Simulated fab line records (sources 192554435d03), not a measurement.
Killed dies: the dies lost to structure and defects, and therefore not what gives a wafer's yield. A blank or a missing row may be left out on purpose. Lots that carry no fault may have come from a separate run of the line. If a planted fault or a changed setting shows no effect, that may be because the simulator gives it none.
fab line records    flow n5-finfet
record lots=24  wafers=72  last-day=17
route steps=1938 shown BEOL_M10@1534 BEOL_M11@1569 BEOL_M12@1602
lots with no fault: from the same line, run without faults
start-h: hours from the record's opening day to when the first of the lot's shown wafers began    wait-h: hours from the lot's prior step to this one    " identical to the entry in the row above    L1.1+2: a row that stands for several wafers    - no value, or no start was given    * or withheld: withheld    < > ~ a bound
route shown NAME@n: names a module that has steps shown in the file, with the first one's number in the route    usual: average and standard deviation across the fault-free wafers    same: alike in all rows    chamber/n: place in a boat    sites: the reading at each site    _std_site: standard deviation of those values    _edge_site: outer sites' mean less inner sites'    radius-mm: for every site, how far away it sits from the centre of the wafer    mask NAME#n: copy n    behind: the most recent tool/chamber to have shaped the wafer    hold: why the lot was held/for how many hours/how that ended    device: transistor that didn't switch, given as n, p or np    end of line: tests of these same wafers at the route's end    for a step that has no rows: nothing shown but its recipe    killed: dies lost to structure and defects at the first sort, not the wafer's yield    map: per-die view of a wafer (x killed, . not killed, _ where there is no die)
set.NAME: the run value of the setting; set.NAME@STEP: its run value at that earlier step    model.NAME: the simulator's own value behind a step, which no gauge read
a sample of lots followed through the steps of the route, with each step as a table and each wafer as a row
services: when a tool's chamber went out of use (start-h, in hours from the record's first day, below 0 if earlier), for how many hours, and the reason
## steps
# step N5_BEOL_M10_RS_MEAS_57
# recipe thk-meas-gauge=four-point-probe  reads=Cu_of_BEOL_M10_ECD_50+Co_of_BEOL_M10_CVD_75+TaN_of_BEOL_M10_ALD_74
# usual M10_RS=0.152/0.0046
lot.wafer  tool           chamber  start-h  wait-h  M10_RS[ohm/sq]
L075.2     film-metro-02  -        231.42   0.1     0.148
L075.5     "              -        "        "       0.160
L075.6     "              -        "        "       0.149
L076.3     film-metro-01  -        234.52   0.1     0.153
L076.4     "              -        "        "       0.148
L076.6     "              -        "        "       0.163
L077.2     film-metro-01  -        234.80   0.1     0.150
L077.4     "              -        "        "       0.145
L077.6     "              -        "        "       0.148
L074.1     film-metro-02  -        246.55   0.1     0.147
L074.3     "              -        "        "       0.152
L074.5     "              -        "        "       0.159
L079.1     film-metro-01  -        249.85   0.1     0.152
L079.3     "              -        "        "       0.146
L079.5     "              -        "        "       0.147
L078.4     film-metro-02  -        250.66   0.0     0.155
L078.5     "              -        "        "       0.152
L078.6     "              -        "        "       0.156
L080.2     film-metro-02  -        254.86   0.1     0.164
L080.3     "              -        "        "       0.150
L080.6     "              -        "        "       0.157
L081.1     film-metro-02  -        260.20   0.1     0.153
L081.4     "              -        "        "       0.151
L081.5     "              -        "        "       0.160
L082.2     film-metro-01  -        268.67   0.1     0.148
L082.4     "              -        "        "       0.158
L082.5     "              -        "        "       0.150
L083.1     film-metro-02  -        279.90   0.1     0.157
L083.3     "              -        "        "       0.158
L083.4     "              -        "        "       0.147
L084.1     film-metro-02  -        287.92   0.1     0.151
L084.2     "              -        "        "       0.148
L084.4     "              -        "        "       0.159
L086.2     film-metro-01  -        295.97   0.1     0.149
L086.4     "              -        "        "       0.150
L086.5     "              -        "        "       0.159
L085.2     film-metro-01  -        297.19   0.1     0.146
L085.3     "              -        "        "       0.156
L085.6     "              -        "        "       0.149
L087.1     film-metro-01  -        304.52   0.1     0.149
L087.5     "              -        "        "       0.156
L087.6     "              -        "        "       0.155
L088.4     film-metro-02  -        312.28   0.0     0.151
L088.5     "              -        "        "       0.156
L088.6     "              -        "        "       0.148
L089.2     film-metro-01  -        314.44   0.1     0.148
L089.5     "              -        "        "       0.157
L089.6     "              -        "        "       0.148
L091.2     film-metro-02  -        320.21   0.1     0.157
L091.5     "              -        "        "       0.155
L091.6     "              -        "        "       0.152
L090.2     film-metro-02  -        330.59   0.1     0.151
L090.3     "              -        "        "       0.158
L090.5     "              -        "        "       0.153
L094.2     film-metro-02  -        332.87   0.1     0.154
L094.3     "              -        "        "       0.153
L094.5     "              -        "        "       0.154
L092.2     film-metro-02  -        333.03   0.1     0.149
L092.4     "              -        "        "       0.157
L092.5     "              -        "        "       0.158
L093.2     film-metro-01  -        338.34   0.1     0.155
L093.3     "              -        "        "       0.147
L093.6     "              -        "        "       0.151
L095.2     film-metro-01  -        345.89   0.1     0.146
L095.4     "              -        "        "       0.142
L095.5     "              -        "        "       0.150
L097.3     film-metro-01  -        360.23   0.1     0.160
L097.4     "              -        "        "       0.154
L097.6     "              -        "        "       0.153
L096.1     film-metro-01  -        360.62   0.1     0.157
L096.4     "              -        "        "       0.149
L096.6     "              -        "        "       0.146
# step N5_BEOL_M11_OVL_MEAS_29
# recipe points-per-wafer=44
# usual V10_OVL=-0.1/0.72
lot.wafer  tool        chamber  start-h  wait-h  V10_OVL[nm]
L075.2     overlay-02  0        236.94   0.0     -0.7
L075.5     "           0        "        "       -1.6
L075.6     "           0        "        "       -1.1
L076.3     overlay-01  0        237.16   0.0     0.7
L076.4     "           0        "        "       0.2
L076.6     "           0        "        "       -0.1
L077.2     overlay-02  0        237.33   0.0     -0.9
L077.4     "           0        "        "       -0.2
L077.6     "           0        "        "       0.0
L074.1     overlay-01  0        249.54   0.0     0.0
L074.3     "           0        "        "       1.1
L074.5     "           0        "        "       -0.3
L079.1     overlay-01  0        256.52   0.0     0.0
L079.3     "           0        "        "       0.3
L079.5     "           0        "        "       -1.0
L078.4     overlay-01  0        256.69   0.0     1.0
L078.5     "           0        "        "       -0.8
L078.6     "           0        "        "       -0.1
L080.2     overlay-01  0        258.55   0.0     -0.2
L080.3     "           0        "        "       -1.6
L080.6     "           0        "        "       0.6
L081.1     overlay-01  0        264.58   0.0     0.3
L081.4     "           0        "        "       -0.3
L081.5     "           0        "        "       -0.1
L082.2     overlay-01  0        271.89   0.0     0.2
L082.4     "           0        "        "       0.0
L082.5     "           0        "        "       0.4
L083.1     overlay-01  0        283.23   0.0     -1.2
L083.3     "           0        "        "       0.0
L083.4     "           0        "        "       -0.9
L084.1     overlay-02  0        292.60   0.0     -1.8
L084.2     "           0        "        "       -0.5
L084.4     "           0        "        "       -0.6
L085.2     overlay-02  0        300.64   0.0     -0.7
L085.3     "           0        "        "       0.4
L085.6     "           0        "        "       -0.7
L086.2     overlay-02  0        300.81   0.0     1.7
L086.4     "           0        "        "       0.5
L086.5     "           0        "        "       1.7
L087.1     overlay-01  0        311.18   0.0     -0.9
L087.5     "           0        "        "       -1.2
L087.6     "           0        "        "       -0.2
L088.4     overlay-02  0        315.48   0.0     -0.5
L088.5     "           0        "        "       -0.4
L088.6     "           0        "        "       -0.2
L089.2     overlay-02  0        317.07   0.0     0.8
L089.5     "           0        "        "       1.3
L089.6     "           0        "        "       0.4
L091.2     overlay-01  0        323.55   0.0     0.9
L091.5     "           0        "        "       -0.5
L091.6     "           0        "        "       0.6
L090.2     overlay-02  0        335.07   0.0     -2.0
L090.3     "           0        "        "       -0.6
L090.5     "           0        "        "       -0.8
L092.2     overlay-01  0        336.49   0.0     0.5
L092.4     "           0        "        "       0.6
L092.5     "           0        "        "       0.2
L094.2     overlay-01  0        337.36   0.0     -0.5
L094.3     "           0        "        "       0.6
L094.5     "           0        "        "       0.1
L093.2     overlay-01  0        346.51   0.0     0.2
L093.3     "           0        "        "       -0.3
L093.6     "           0        "        "       -0.3
L095.2     overlay-02  0        348.56   0.0     -0.1
L095.4     "           0        "        "       -0.2
L095.5     "           0        "        "       -0.1
L097.3     overlay-02  0        364.02   0.0     0.9
L097.4     "           0        "        "       -0.6
L097.6     "           0        "        "       0.1
L096.1     overlay-02  0        364.17   0.0     1.1
L096.4     "           0        "        "       0.2
L096.6     "           0        "        "       -0.5
# step N5_BEOL_M11_STRIP_77
# recipe chemistry=N2/H2  time-s=10  power-w=450  temp-c=40  pressure-mtorr=20  rf-frequency-hz=6e+07  bias-power-w=7  n2-flow-sccm=200  h2-flow-sccm=200
# usual drypump-motor-current-A=5.9/0.57  h2-flow-sccm=200.0/0.64  oes-product-au=0.77/0.066  rf-vpp-V=59.1/0.83  showerhead-plenum-p-Torr=2.52/0.083  throttle-valve-pct=23.6/0.33
lot.wafer  tool         chamber  start-h  wait-h  drypump-motor-current-A  h2-flow-sccm  oes-product-au  rf-hours-counter-h  rf-vpp-V  showerhead-plenum-p-Torr  throttle-valve-pct
L075.2     rie-diel-04  3        -        -       6.7                      201.3         0.79            150                 57.7      2.42                      23.4
L075.5     "            3        "        "       6.7                      201.2         0.79            -                   59.2      2.42                      23.4
L075.6     "            2        "        "       5.7                      200.2         0.72            -                   59.5      2.43                      23.5
L076.3     rie-diel-01  2        -        -       6.8                      199.7         0.79            138                 60.0      2.46                      23.5
L076.4     "            3        "        "       6.3                      200.0         0.72            197                 59.1      2.49                      23.0
L076.6     "            0        "        "       5.1                      199.9         0.87            -                   59.3      2.47                      23.5
L077.2     rie-diel-01  3        -        -       6.3                      199.6         0.72            197                 59.7      2.49                      23.0
L077.4     "            0        "        "       5.1                      199.8         0.87            55                  59.5      2.47                      23.5
L077.6     "            0        "        "       5.1                      199.7         0.88            -                   58.1      2.47                      23.5
L074.1     rie-diel-02  2        -        -       6.2                      199.4         0.87            40                  59.2      2.68                      23.4
L074.3     "            0        "        "       5.5                      200.0         0.90            19                  60.0      2.62                      24.0
L074.5     "            1        "        "       5.3                      199.9         0.74            -                   58.7      2.53                      23.5
L079.1     rie-diel-04  2        -        -       5.7                      200.0         0.71            191                 59.7      2.42                      23.5
L079.3     "            0        "        "       6.1                      199.3         0.71            196                 59.9      2.64                      24.1
L079.5     "            1        "        "       5.0                      199.6         0.83            -                   58.9      2.60                      24.0
L078.4     rie-diel-02  1        -        -       5.3                      201.0         0.73            185                 58.8      2.53                      23.5
L078.5     "            1        "        "       5.3                      200.4         0.73            -                   58.5      2.53                      23.5
L078.6     "            2        "        "       6.2                      199.9         0.87            -                   60.5      2.68                      23.4
L080.2     rie-diel-02  1        -        -       5.4                      199.3         0.73            186                 59.1      2.53                      23.5
L080.3     "            2        "        "       6.2                      200.9         0.85            43                  59.6      2.68                      23.4
L080.6     "            1        "        "       5.4                      198.5         0.73            -                   58.4      2.53                      23.4
L081.1     rie-diel-01  1        -        -       6.4                      200.4         0.85            68                  59.7      2.56                      23.8
L081.4     "            3        "        "       6.3                      200.3         0.71            205                 56.7      2.49                      23.0
L081.5     "            3        "        "       6.3                      201.6         0.71            -                   59.7      2.49                      23.0
L082.2     rie-diel-01  2        -        -       6.8                      199.5         0.77            149                 59.1      2.46                      23.5
L082.4     "            1        "        "       6.3                      199.7         0.84            71                  59.5      2.56                      23.8
L082.5     "            3        "        "       6.3                      199.7         0.71            -                   60.1      2.49                      23.0
L083.1     rie-diel-04  1        -        -       5.0                      200.5         0.82            65                  58.8      2.60                      24.0
L083.3     "            2        "        "       5.7                      199.5         0.72            201                 59.1      2.42                      23.5
L083.4     "            1        "        "       5.0                      199.6         0.81            -                   59.5      2.60                      24.0
L084.1     rie-diel-04  3        -        -       6.6                      199.6         0.77            169                 57.2      2.42                      23.4
L084.2     "            0        "        "       6.1                      200.3         0.71            206                 59.3      2.63                      24.1
L084.4     "            1        "        "       5.0                      200.4         0.82            68                  59.4      2.60                      24.0
L085.2     rie-diel-02  2        -        -       6.2                      200.3         0.84            52                  59.7      2.67                      23.4
L085.3     "            0        "        "       5.6                      199.4         0.88            28                  60.4      2.62                      24.0
L085.6     "            3        "        "       6.0                      199.8         0.67            -                   58.2      2.50                      24.0
L086.2     rie-diel-01  1        -        -       6.3                      200.4         0.83            82                  58.2      2.55                      23.8
L086.4     "            2        "        "       6.8                      200.9         0.75            160                 58.3      2.45                      23.5
L086.5     "            0        "        "       5.1                      200.0         0.85            -                   59.6      2.46                      23.5
L087.1     rie-diel-04  0        -        -       6.1                      200.5         0.71            213                 59.0      2.63                      24.1
L087.5     "            2        "        "       5.7                      200.4         0.71            -                   58.9      2.42                      23.5
L087.6     "            0        "        "       6.1                      199.1         0.70            -                   58.2      2.63                      24.1
L088.4     rie-diel-01  0        -        -       5.1                      198.6         0.83            80                  60.4      2.46                      23.5
L088.5     "            0        "        "       5.1                      199.3         0.84            -                   59.6      2.46                      23.5
L088.6     "            1        "        "       6.4                      200.3         0.82            -                   59.2      2.55                      23.8
L089.2     rie-diel-04  3        -        -       6.7                      199.3         0.77            178                 58.7      2.41                      23.4
L089.5     "            0        "        "       6.1                      199.7         0.70            -                   58.2      2.63                      24.1
L089.6     "            1        "        "       5.0                      199.6         0.80            -                   61.3      2.59                      24.0
L091.2     rie-diel-04  2        -        -       5.7                      200.4         0.70            211                 58.7      2.41                      23.5
L091.5     "            2        "        "       5.7                      200.1         0.71            -                   59.6      2.42                      23.5
L091.6     "            1        "        "       5.0                      200.5         0.80            -                   59.0      2.59                      24.0
L090.2     rie-diel-04  2        -        -       5.7                      199.4         0.70            215                 59.1      2.41                      23.5
L090.3     "            3        "        "       6.6                      200.5         0.76            185                 58.7      2.41                      23.4
L090.5     "            3        "        "       6.6                      200.1         0.76            -                   59.5      2.41                      23.4
L092.2     rie-diel-02  0        -        -       5.5                      200.0         0.86            40                  58.0      2.61                      24.0
L092.4     "            1        "        "       5.4                      200.2         0.72            207                 59.6      2.52                      23.5
L092.5     "            1        "        "       5.4                      200.6         0.72            -                   59.9      2.52                      23.5
L094.2     rie-diel-04  1        -        -       5.0                      200.3         0.80            82                  60.3      2.59                      24.0
L094.3     "            2        "        "       5.7                      200.5         0.71            216                 58.3      2.41                      23.5
L094.5     "            2        "        "       5.7                      200.5         0.70            -                   59.5      2.41                      23.5
L093.2     rie-diel-01  1        -        -       6.4                      199.3         0.81            96                  60.6      2.55                      23.8
L093.3     "            0        "        "       5.1                      201.9         0.83            90                  58.6      2.46                      23.5
L093.6     "            0        "        "       5.1                      201.2         0.84            -                   59.3      2.46                      23.5
L095.2     rie-diel-02  1        -        -       5.4                      198.8         0.71            212                 58.9      2.52                      23.5
L095.4     "            3        "        "       6.0                      200.6         0.67            227                 59.6      2.49                      24.1
L095.5     "            2        "        "       6.2                      200.5         0.82            -                   60.2      2.66                      23.4
L097.3     rie-diel-01  0        -        -       5.1                      199.9         0.82            95                  59.6      2.45                      23.5
L097.4     "            2        "        "       6.8                      199.9         0.74            178                 59.4      2.45                      23.5
L097.6     "            3        "        "       6.3                      200.2         0.68            -                   57.7      2.48                      23.0
L096.1     rie-diel-02  2        -        -       6.2                      200.4         0.81            73                  60.5      2.66                      23.4
L096.4     "            3        "        "       6.0                      199.3         0.66            -                   59.3      2.49                      24.1
L096.6     "            2        "        "       6.2                      200.5         0.81            -                   59.0      2.66                      23.4
# step N5_BEOL_M12_ILD_DEP_00
# recipe material=SiOC  target-thk-a=6589.2  temp-c=350  precursor=DEMS/O2  pressure-torr=5  rf-w=500  time-s=130.7
# usual heater-power-w=480/79  showerhead-plenum-p-Torr=5.696/0.015  throttle-valve-pct=12.0/0.66
lot.wafer  tool      chamber  start-h  wait-h  heater-power-w  showerhead-plenum-p-Torr  throttle-valve-pct
L075.2     pecvd-04  1        240.16   0.0     437             5.659                     12.6
L075.5     "         2        "        "       418             5.708                     13.2
L075.6     "         0        "        "       598             5.694                     11.8
L076.3     pecvd-03  0        242.09   0.1     447             5.695                     12.3
L076.4     "         1        "        "       452             5.686                     12.5
L076.6     "         1        "        "       478             5.713                     12.3
L077.2     pecvd-04  1        242.57   0.0     395             5.656                     12.2
L077.4     "         1        "        "       414             5.668                     12.1
L077.6     "         0        "        "       727             5.696                     11.8
L074.1     pecvd-03  0        254.85   0.0     432             5.718                     12.4
L074.3     "         0        "        "       443             5.715                     12.2
L074.5     "         1        "        "       494             5.695                     12.4
L079.1     pecvd-01  2        260.25   0.0     453             5.705                     11.4
L079.3     "         0        "        "       520             5.715                     11.7
L079.5     "         0        "        "       432             5.707                     11.8
L078.4     pecvd-01  0        260.58   0.1     525             5.702                     11.9
L078.5     "         1        "        "       391             5.695                     11.6
L078.6     "         2        "        "       481             5.702                     11.3
L080.2     pecvd-04  1        263.10   0.0     448             5.661                     12.4
L080.3     "         0        "        "       686             5.677                     11.7
L080.6     "         1        "        "       351             5.673                     12.4
L081.1     pecvd-03  2        268.65   0.0     538             5.683                     10.6
L081.4     "         0        "        "       462             5.712                     12.1
L081.5     "         1        "        "       465             5.713                     12.4
L082.2     pecvd-01  2        275.51   0.0     405             5.717                     11.6
L082.4     "         1        "        "       463             5.697                     11.5
L082.5     "         2        "        "       433             5.718                     11.5
L083.1     pecvd-01  0        288.17   0.0     520             5.697                     11.7
L083.3     "         2        "        "       456             5.712                     11.2
L083.4     "         1        "        "       398             5.697                     11.7
L084.1     pecvd-03  0        295.71   0.0     396             5.713                     12.4
L084.2     "         1        "        "       491             5.702                     12.3
L084.4     "         0        "        "       418             5.701                     12.3
L086.2     pecvd-03  0        305.07   0.0     439             5.713                     12.5
L086.4     "         0        "        "       461             5.713                     12.7
L086.5     "         1        "        "       478             5.704                     12.5
L085.2     pecvd-04  1        305.18   0.0     356             5.673                     12.3
L085.3     "         0        "        "       673             5.684                     11.9
L085.6     "         2        "        "       433             5.700                     13.4
L087.1     pecvd-04  1        315.24   0.0     360             5.647                     12.4
L087.5     "         1        "        "       386             5.659                     12.3
L087.6     "         2        "        "       485             5.687                     13.5
L088.4     pecvd-01  2        319.52   0.1     449             5.716                     11.8
L088.5     "         1        "        "       390             5.696                     11.7
L088.6     "         0        "        "       526             5.690                     11.8
L089.2     pecvd-03  1        320.51   0.0     473             5.702                     12.4
L089.5     "         0        "        "       405             5.706                     12.5
L089.6     "         2        "        "       539             5.697                     10.7
L091.2     pecvd-01  2        326.85   0.0     458             5.704                     11.5
L091.5     "         2        "        "       471             5.719                     11.6
L091.6     "         0        "        "       535             5.705                     11.8
L090.2     pecvd-03  1        339.62   0.0     470             5.702                     12.3
L090.3     "         0        "        "       401             5.709                     12.5
L090.5     "         0        "        "       431             5.718                     12.5
L092.2     pecvd-01  1        339.97   0.0     472             5.691                     11.7
L092.4     "         1        "        "       487             5.689                     11.5
L092.5     "         2        "        "       465             5.703                     11.5
L094.2     pecvd-01  1        342.04   0.0     464             5.687                     11.5
L094.3     "         2        "        "       384             5.716                     11.7
L094.5     "         1        "        "       468             5.707                     11.6
L093.2     pecvd-01  1        349.60   0.0     428             5.686                     11.4
L093.3     "         0        "        "       516             5.687                     11.8
L093.6     "         2        "        "       412             5.709                     11.6
L095.2     pecvd-03  0        353.10   0.0     433             5.716                     12.7
L095.4     "         1        "        "       506             5.707                     12.4
L095.5     "         0        "        "       463             5.720                     12.7
L097.3     pecvd-01  1        367.80   0.0     450             5.702                     11.7
L097.4     "         1        "        "       484             5.697                     11.3
L097.6     "         0        "        "       408             5.703                     11.7
L096.1     pecvd-04  1        368.22   0.0     387             5.659                     12.5
L096.4     "         2        "        "       502             5.691                     13.4
L096.6     "         1        "        "       416             5.667                     12.6
# step N5_BEOL_M12_VIA_ETCH_16
# recipe chemistry=C4F8/O2/Ar  target=SiOC  pressure-mtorr=30  source-w=3000  bias-w=700  Ar_flow_sccm=400  C4F8_flow_sccm=15  O2_flow_sccm=8  he-inner-torr=15  he-outer-torr=30  target-depth-a=7248  time-s=withheld  ion-energy-ev=250  ends=cleared
# usual drypump-motor-current-A=5.4/0.53  he-outer-torr=29.99/0.055  oes-product-au=0.75/0.074  rf-vpp-V=664.7/2.3  showerhead-plenum-p-Torr=3.39/0.082  throttle-valve-pct=24.23/0.19
lot.wafer  tool         chamber  start-h  wait-h  drypump-motor-current-A  he-outer-torr  oes-product-au  rf-vpp-V  showerhead-plenum-p-Torr  throttle-valve-pct
L075.2     rie-diel-05  1        240.90   0.0     5.1                      30.04          0.75            666.4     3.44                      24.01
L075.5     "            3        "        "       6.1                      30.02          0.62            663.5     3.37                      24.37
L075.6     "            2        "        "       4.8                      29.98          0.66            661.4     3.27                      24.32
L076.3     rie-diel-06  2        242.83   0.0     4.7                      29.98          0.84            664.5     3.33                      24.09
L076.4     "            0        "        "       5.3                      30.00          0.78            666.7     3.50                      24.04
L076.6     "            2        "        "       4.7                      29.90          0.83            664.4     3.33                      24.09
L077.2     rie-diel-05  3        243.18   0.0     6.1                      29.97          0.62            664.8     3.37                      24.37
L077.4     "            0        "        "       5.9                      30.01          0.76            662.4     3.34                      24.39
L077.6     "            1        "        "       5.1                      30.00          0.73            665.8     3.44                      24.01
L074.1     rie-diel-05  2        255.51   0.0     4.8                      29.94          0.66            661.7     3.26                      24.33
L074.3     "            1        "        "       5.1                      29.88          0.74            667.2     3.44                      24.01
L074.5     "            0        "        "       5.9                      30.01          0.75            662.7     3.34                      24.39
L079.1     rie-diel-03  0        260.99   0.0     6.3                      29.94          0.84            664.3     3.38                      24.49
L079.3     "            3        "        "       5.5                      29.94          0.82            668.6     3.45                      23.98
L079.5     "            0        "        "       6.3                      29.89          0.83            662.7     3.38                      24.48
L078.4     rie-diel-06  3        262.06   0.1     4.8                      30.00          0.60            670.0     3.55                      24.67
L078.5     "            2        "        "       4.7                      30.05          0.81            664.7     3.33                      24.09
L078.6     "            0        "        "       5.2                      29.99          0.76            665.7     3.49                      24.07
L080.2     rie-diel-05  2        263.84   0.0     4.9                      30.20          0.66            659.7     3.26                      24.32
L080.3     "            1        "        "       5.1                      30.03          0.74            668.3     3.44                      24.02
L080.6     "            1        "        "       5.1                      29.99          0.73            667.8     3.44                      24.02
L081.1     rie-diel-03  2        269.25   0.0     5.8                      29.93          0.77            666.9     3.46                      24.08
L081.4     "            0        "        "       6.3                      30.02          0.83            661.6     3.38                      24.49
L081.5     "            2        "        "       5.8                      29.93          0.76            666.0     3.46                      24.07
L082.2     rie-diel-06  0        276.24   0.0     5.3                      29.98          0.77            667.2     3.49                      24.06
L082.4     "            3        "        "       4.8                      30.01          0.60            668.5     3.55                      24.67
L082.5     "            1        "        "       5.9                      30.04          0.89            661.7     3.37                      24.38
L083.1     rie-diel-06  1        288.93   0.0     5.9                      29.92          0.86            664.3     3.37                      24.40
L083.3     "            3        "        "       4.8                      30.00          0.60            668.2     3.54                      24.68
L083.4     "            2        "        "       4.7                      29.99          0.80            663.4     3.32                      24.12
L084.1     rie-diel-03  3        296.56   0.0     5.5                      29.91          0.79            667.8     3.44                      24.00
L084.2     "            2        "        "       5.8                      29.95          0.76            666.9     3.45                      24.08
L084.4     "            1        "        "       5.9                      30.00          0.78            663.1     3.30                      24.04
L086.2     rie-diel-06  0        305.82   0.0     5.3                      30.04          0.75            666.3     3.48                      24.09
L086.4     "            2        "        "       4.7                      29.95          0.78            663.5     3.32                      24.11
L086.5     "            1        "        "       5.9                      30.02          0.84            663.8     3.37                      24.40
L085.2     rie-diel-03  2        305.98   0.0     5.8                      29.99          0.75            666.0     3.45                      24.09
L085.3     "            0        "        "       6.3                      29.90          0.80            662.0     3.38                      24.50
L085.6     "            1        "        "       5.9                      29.92          0.77            664.0     3.30                      24.05
L087.1     rie-diel-03  3        315.84   0.0     5.5                      30.04          0.78            668.2     3.44                      24.00
L087.5     "            1        "        "       5.9                      30.00          0.77            662.5     3.30                      24.04
L087.6     "            0        "        "       6.3                      29.96          0.79            665.6     3.37                      24.52
L088.4     rie-diel-05  0        320.48   0.0     5.8                      29.96          0.73            662.6     3.33                      24.41
L088.5     "            1        "        "       5.1                      29.91          0.70            666.3     3.43                      24.03
L088.6     "            0        "        "       5.9                      29.97          0.73            661.8     3.33                      24.42
L089.2     rie-diel-06  2        321.52   0.0     4.7                      30.00          0.78            662.1     3.32                      24.13
L089.5     "            2        "        "       4.7                      30.00          0.77            664.2     3.32                      24.14
L089.6     "            0        "        "       5.3                      30.00          0.73            666.5     3.48                      24.10
L091.2     rie-diel-05  0        327.58   0.0     5.9                      29.93          0.73            662.3     3.33                      24.42
L091.5     "            1        "        "       5.1                      30.09          0.71            666.8     3.43                      24.05
L091.6     "            0        "        "       5.9                      29.96          0.73            661.7     3.33                      24.41
L090.2     rie-diel-05  1        340.35   0.0     5.1                      30.09          0.70            667.8     3.43                      24.05
L090.3     "            3        "        "       6.1                      30.00          0.89            664.6     3.36                      24.10
L090.5     "            1        "        "       5.1                      29.97          0.71            666.1     3.43                      24.03
L092.2     rie-diel-05  2        340.62   0.0     4.8                      30.00          0.62            661.8     3.25                      24.37
L092.4     "            2        "        "       4.8                      29.99          0.63            660.0     3.25                      24.36
L092.5     "            3        "        "       6.1                      30.02          0.90            664.4     3.36                      24.12
L094.2     rie-diel-06  1        342.77   0.0     6.0                      30.12          0.81            662.4     3.36                      24.40
L094.3     "            0        "        "       5.3                      30.00          0.73            666.2     3.48                      24.11
L094.5     "            1        "        "       5.9                      30.01          0.81            663.4     3.36                      24.39
L093.2     rie-diel-06  1        350.20   0.0     5.9                      30.05          0.80            664.1     3.36                      24.40
L093.3     "            0        "        "       5.2                      30.04          0.73            665.1     3.47                      24.12
L093.6     "            3        "        "       4.8                      29.95          0.84            667.4     3.54                      24.35
L095.2     rie-diel-06  3        353.83   0.0     4.8                      29.92          0.84            665.8     3.54                      24.35
L095.4     "            1        "        "       5.8                      29.98          0.80            663.7     3.36                      24.43
L095.5     "            1        "        "       5.9                      29.92          0.80            663.5     3.36                      24.42
L097.3     rie-diel-06  3        368.53   0.0     4.8                      29.96          0.83            667.5     3.53                      24.35
L097.4     "            1        "        "       5.9                      30.02          0.80            664.1     3.35                      24.44
L097.6     "            1        "        "       5.9                      29.94          0.79            663.4     3.35                      24.42
L096.1     rie-diel-05  2        368.95   0.0     4.8                      30.12          0.62            659.6     3.24                      24.38
L096.4     "            3        "        "       6.1                      29.99          0.86            663.9     3.35                      24.12
L096.6     "            3        "        "       6.1                      29.93          0.85            663.9     3.35                      24.11
# step N5_BEOL_M12_DEGAS_41
# recipe ambient=vacuum  temp-c=250  time-s=60
# usual heater-power-w=327/30
lot.wafer  tool            chamber  start-h  wait-h  heater-power-w
L075.2     pvd-sputter-03  -        244.54   1.3     262
L075.5     "               -        "        "       356
L075.6     "               -        "        "       340
L076.3     pvd-sputter-02  -        244.98   0.2     306
L076.4     "               -        "        "       304
L076.6     "               -        "        "       296
L077.2     pvd-sputter-01  -        245.21   0.3     347
L077.4     "               -        "        "       278
L077.6     "               -        "        "       343
L074.1     pvd-sputter-01  -        257.88   0.5     339
L074.3     "               -        "        "       338
L074.5     "               -        "        "       362
L079.1     pvd-sputter-02  -        263.57   0.8     359
L079.3     "               -        "        "       313
L079.5     "               -        "        "       306
L078.4     pvd-sputter-01  -        265.22   0.8     331
L078.5     "               -        "        "       344
L078.6     "               -        "        "       363
L080.2     pvd-sputter-03  -        270.04   0.6     362
L080.3     "               -        "        "       262
L080.6     "               -        "        "       367
L081.1     pvd-sputter-01  -        273.69   0.3     273
L081.4     "               -        "        "       340
L081.5     "               -        "        "       357
L082.2     pvd-sputter-02  -        278.78   0.3     342
L082.4     "               -        "        "       303
L082.5     "               -        "        "       304
L083.1     pvd-sputter-01  -        295.32   0.5     334
L083.3     "               -        "        "       269
L083.4     "               -        "        "       349
L084.1     pvd-sputter-02  -        298.64   0.0     305
L084.2     "               -        "        "       342
L084.4     "               -        "        "       301
L086.2     pvd-sputter-01  -        308.85   0.2     360
L086.4     "               -        "        "       329
L086.5     "               -        "        "       282
L085.2     pvd-sputter-02  -        309.07   0.3     357
L085.3     "               -        "        "       341
L085.6     "               -        "        "       301
L087.1     pvd-sputter-01  -        318.69   0.2     318
L087.5     "               -        "        "       274
L087.6     "               -        "        "       329
L088.4     pvd-sputter-02  -        322.67   0.4     305
L088.5     "               -        "        "       358
L088.6     "               -        "        "       337
L089.2     pvd-sputter-01  -        324.08   0.5     341
L089.5     "               -        "        "       336
L089.6     "               -        "        "       346
L091.2     pvd-sputter-02  -        330.17   0.7     367
L091.5     "               -        "        "       305
L091.6     "               -        "        "       361
L090.2     pvd-sputter-03  -        342.42   0.2     338
L090.3     "               -        "        "       338
L090.5     "               -        "        "       359
L092.2     pvd-sputter-03  -        342.74   0.3     274
L092.4     "               -        "        "       355
L092.5     "               -        "        "       262
L094.2     pvd-sputter-01  -        346.47   0.2     266
L094.3     "               -        "        "       333
L094.5     "               -        "        "       355
L093.2     pvd-sputter-01  -        355.85   0.2     338
L093.3     "               -        "        "       354
L093.6     "               -        "        "       353
L095.2     pvd-sputter-02  -        355.89   0.1     337
L095.4     "               -        "        "       309
L095.5     "               -        "        "       302
L097.3     pvd-sputter-02  -        372.58   0.2     295
L097.4     "               -        "        "       308
L097.6     "               -        "        "       302
L096.1     pvd-sputter-02  -        372.98   0.4     345
L096.4     "               -        "        "       301
L096.6     "               -        "        "       305
## services
tool            chamber  start-h  hours  kind
rie-diel-03     0        218.61   7.7    repair
rie-diel-01     2        220.07   16.1   repair
rie-diel-06     -        223.44   14.6   pm
pecvd-01        -        227.49   1.4    repair
rie-diel-05     -        229.22   0.1    repair
rie-diel-06     1        242.74   -      clean
rie-diel-06     1        242.74   -      consumable-replace:focus-ring
rie-diel-06     1        242.74   21.2   scheduled-down
rie-diel-06     1        242.74   21.2   vent-cycle
rie-diel-02     0        264.59   16.2   repair
rie-diel-02     -        271.50   14.6   pm
pecvd-04        1        292.16   6.6    repair
rie-diel-06     3        296.00   -      clean
rie-diel-06     3        296.00   -      consumable-replace:focus-ring
rie-diel-06     3        296.00   26.2   scheduled-down
rie-diel-06     3        296.00   26.2   vent-cycle
pecvd-03        -        300.66   0.8    pm
pvd-sputter-02  -        303.66   4.3    repair
rie-diel-04     1        310.45   4.1    repair
pecvd-04        -        320.93   1.3    repair
pvd-sputter-03  -        332.51   3.0    repair
pvd-sputter-02  -        342.91   6.3    repair
rie-diel-04     0        360.64   2.0    repair
rie-diel-02     0        361.79   5.2    repair
## key
fault none
